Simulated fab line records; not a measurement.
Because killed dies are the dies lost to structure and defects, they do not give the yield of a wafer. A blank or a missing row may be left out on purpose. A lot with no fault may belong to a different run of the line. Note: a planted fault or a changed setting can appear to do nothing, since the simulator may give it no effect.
Which tool is to blame? ; flow nand harc ; 13 lots, 39 wafers sampled, at 5 steps of a route of 1159

WHAT THE GAUGES READ, wafer by wafer
NHARC_END_SORT_01. Usual: killed at array 29, standard deviation 11; killed at other 0.5, standard deviation 0.89; killed at periphery 3.3, standard deviation 2; killed dies 32, standard deviation 11; killed open 3.1, standard deviation 1.9; killed short 2.3, standard deviation 1.6.
lot;measured;on;killed at array;killed at other;killed at periphery;killed dies;killed open;killed short;flag
L902;day 22 14:51;prober-02;30 22 32;0 1 0;3 2 1;33 25 33;4 5 7;5 1 1;
L906;day 23 11:34;prober-02;56 45 39;0 1 0;1 1 4;57 47 43;1 2 5;3 4 1;
L905;day 24 02:16;prober-01;19 16 16;0 0 0;5 9 3;24 25 19;4 3 2;4 4 5;

WHAT TOOL EACH LOT RAN ON (gives the tool, then ch and the chambers of the sampled wafers, and finally the start)
lot;NHARC_A_CONTACT_ETCH_126;NHARC_A_CONTACT_DEP_85;NHARC_A_CONTACT_SOFTBAKE_03;NHARC_A_CONTACT_ETCH_89
L888;har cap etch-02 ch 0,1, day 16 22:57;pecvd-03 ch 1,2, day 17 03:23;litho track-06 ch 0, day 17 03:00;rie diel-05 ch 0,2, no start
L889;har cap etch-03 ch 0,1, day 17 07:44;pecvd-03 ch 0,1,2, day 17 13:10;litho track-06 ch 0, day 17 13:00;rie diel-05 ch 0,3, no start
L893;har cap etch-01 ch 0,1, day 17 08:35;pecvd-02 ch 1,2, day 17 14:22;litho track-04 ch 0, day 17 14:00;rie diel-13 ch 2,3, no start
L894;har cap etch-01 ch 1, day 17 16:29;pecvd-02 ch 1,2, day 17 22:53;litho track-01 ch 0, day 17 23:00;rie diel-05 ch 1,3, no start
L892;har cap etch-02 ch 0,1, day 18 07:34;pecvd-02 ch 0,2, day 18 12:56;litho track-04 ch 0, day 18 13:00;rie diel-05 ch 0,2,3, no start
L898;har cap etch-03 ch 0,1, day 19 18:17;pecvd-03 ch 0,1,2, day 20 02:03;litho track-04 ch 0, day 20 02:00;rie diel-07 ch 0,2, no start
L902;har cap etch-01 ch 0,1, day 20 03:38;pecvd-03 ch 1,2, day 20 10:04;litho track-06 ch 0, day 20 10:00;rie diel-05 ch 1,2,3, day 22 14:51 or earlier
L903;har cap etch-03 ch 0,1, day 20 09:14;pecvd-03 ch 0,1, day 20 13:19;litho track-01 ch 0, day 20 13:00;rie diel-05 ch 0,1,2, no start
L906;har cap etch-02 ch 0,1, day 20 14:06;pecvd-02 ch 0,2, day 20 18:19;litho track-04 ch 0, day 20 18:00;rie diel-07 ch 1,2, day 23 11:34 or earlier
L907;har cap etch-03 ch 0,1, day 20 16:56;pecvd-04 ch 0,1,2, day 20 20:59;litho track-06 ch 0, day 20 21:00;rie diel-07 ch 1,2,3, no start
L905;har cap etch-02 ch 0,1, day 20 18:31;pecvd-04 ch 0,2, day 20 22:58;litho track-01 ch 0, day 20 23:00;rie diel-13 ch 0,1,3, day 24 02:16 or earlier
L908;har cap etch-01 ch 0,1, day 22 03:23;pecvd-03 ch 0,1, day 22 07:24;litho track-06 ch 0, day 22 07:00;rie diel-05 ch 0,2, no start
L911;har cap etch-03 ch 0,1, day 22 06:55;pecvd-03 ch 1,2, day 22 11:04;litho track-04 ch 0, day 22 11:00;rie diel-05 ch 1,2, no start
- NHARC_A_CONTACT_ETCH_126: etches the open film in C4F8/O2/Ar, time 155 s, target depth 956 nm.
- NHARC_A_CONTACT_DEP_85: deposits SiON, target thk 50 nm.
- NHARC_A_CONTACT_SOFTBAKE_03: time 55 s.
- NHARC_A_CONTACT_ETCH_89: etches the open film in N2/H2, target depth 260 nm, time 475.3 s.

WHAT THE TOOLS THEMSELVES READ (means of the sampled wafers that have a number; where no wafer has one, the mark that the record gives instead)
NHARC_A_CONTACT_ETCH_126. Usual: oes air line au at 0.992 a.u., with a standard deviation of 0.02.
lot;tool;oes air line au (a.u.);flag
L888;har cap etch-02;0.998;
L889;har cap etch-03;0.999;
L893;har cap etch-01;1.030;
L894;har cap etch-01;0.995;
L892;har cap etch-02;0.993;
L898;har cap etch-03;0.986;
L902;har cap etch-01;0.981;
L903;har cap etch-03;0.995;
L906;har cap etch-02;1.004;
L907;har cap etch-03;1.013;
L905;har cap etch-02;0.970;
L908;har cap etch-01;0.953;
L911;har cap etch-03;0.989;

NHARC_A_CONTACT_DEP_85. Usual: heater power w at 728 W, with a standard deviation of 83.
lot;tool;heater power w (W);flag
L888;pecvd-03;793;
L889;pecvd-03;723;
L893;pecvd-02;644;
L894;pecvd-02;615;
L892;pecvd-02;673;
L898;pecvd-03;759;
L902;pecvd-03;781;
L903;pecvd-03;790;
L906;pecvd-02;695;
L907;pecvd-04;786;
L905;pecvd-04;728;
L908;pecvd-03;748;
L911;pecvd-03;757;

NHARC_A_CONTACT_SOFTBAKE_03. Usual: heater power total W at 188.46 W, with a standard deviation of 0.14.
lot;tool;heater power total W (W);flag
L888;litho track-06;188.42;
L889;litho track-06;188.38;
L893;litho track-04;188.51;
L894;litho track-01;188.49;
L892;litho track-04;188.43;
L898;litho track-04;188.49;
L902;litho track-06;188.48;
L903;litho track-01;191.18;OFF
L906;litho track-04;188.41;
L907;litho track-06;188.44;
L905;litho track-01;191.17;OFF
L908;litho track-06;188.45;
L911;litho track-04;188.43;

NHARC_A_CONTACT_ETCH_89. Usual: drypump motor current A 5.7 A, standard deviation 0.43; n2 flow sccm 150.0 sccm, standard deviation 0.42; oes product au 1.002 a.u., standard deviation 0.014; rf vpp V 430.5 V, standard deviation 2; showerhead plenum p Torr 2.04 Torr, standard deviation 0.066; throttle valve pct 14.172 %, standard deviation 0.0086.
lot;tool;drypump motor current A (A);n2 flow sccm (sccm);oes product au (a.u.);rf vpp V (V);showerhead plenum p Torr (Torr);throttle valve pct (%);flag
L888;rie diel-05;5.7;150.6;1.010;430.1;2.03;14.166;
L889;rie diel-05;5.4;150.1;1.003;429.8;2.04;14.172;
L893;rie diel-13;5.7;149.8;0.997;433.2;2.14;14.170;
L894;rie diel-05;5.3;149.9;0.997;431.1;2.07;14.176;
L892;rie diel-05;5.7;149.9;1.006;429.7;2.01;14.180;
L898;rie diel-07;6.0;150.0;1.016;429.2;2.02;14.167;
L902;rie diel-05;5.7;150.5;0.999;430.6;2.00;14.175;
L903;rie diel-05;5.7;150.0;0.992;430.1;2.02;14.171;
L906;rie diel-07;5.9;149.9;0.998;430.1;2.02;14.173;
L907;rie diel-07;5.9;150.1;1.001;431.1;2.03;14.176;
L905;rie diel-13;5.6;149.8;0.997;433.4;2.14;14.182;
L908;rie diel-05;6.1;150.0;1.019;429.2;1.97;14.178;
L911;rie diel-05;6.0;150.0;1.009;428.7;1.97;14.169;

THE ANSWER, worked out from the rows above alone
Rule: a lot is off if the mean of its wafers that have a number lies more than 3 standard deviations from the usual mean. A lot without any number at a reading at which 4 lots or more have one is off too. All remaining lots with rows at the step are treated as sound. After the gauges, taken in route order, come the tools' own readings; for these a lot's mean is taken, as printed above. At the first step where some lot is off, the reading lying furthest off is the one used; lots without a number count as furthest.
Off, at NHARC_A_CONTACT_SOFTBAKE_03 on heater power total W: L903, L905.
A tool fits if, at that step or a process step before it, it ran every lot that is off, and no sound lot after the first of them. One fits: NHARC_A_CONTACT_SOFTBAKE_03 on litho track-01. Its last sound lot is L894 (day 17 23:00), its first lot that is off L903 (day 20 13:00): a fault that began between those two fits.
The tool's own readings at NHARC_A_CONTACT_SOFTBAKE_03 bear it out: on the lots that are off they differ by more than 5 times the standard deviation of the sound lots' means. heater power total W reads 191.18 W there against 188.45 W on the sound lots.

WHAT THE SIMULATOR HAD INSERTED
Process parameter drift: litho track-01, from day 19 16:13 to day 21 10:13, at NHARC_A_CONTACT_SOFTBAKE_03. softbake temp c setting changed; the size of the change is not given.
Struck lots among those shown: L905, L903. The rule above found the same.
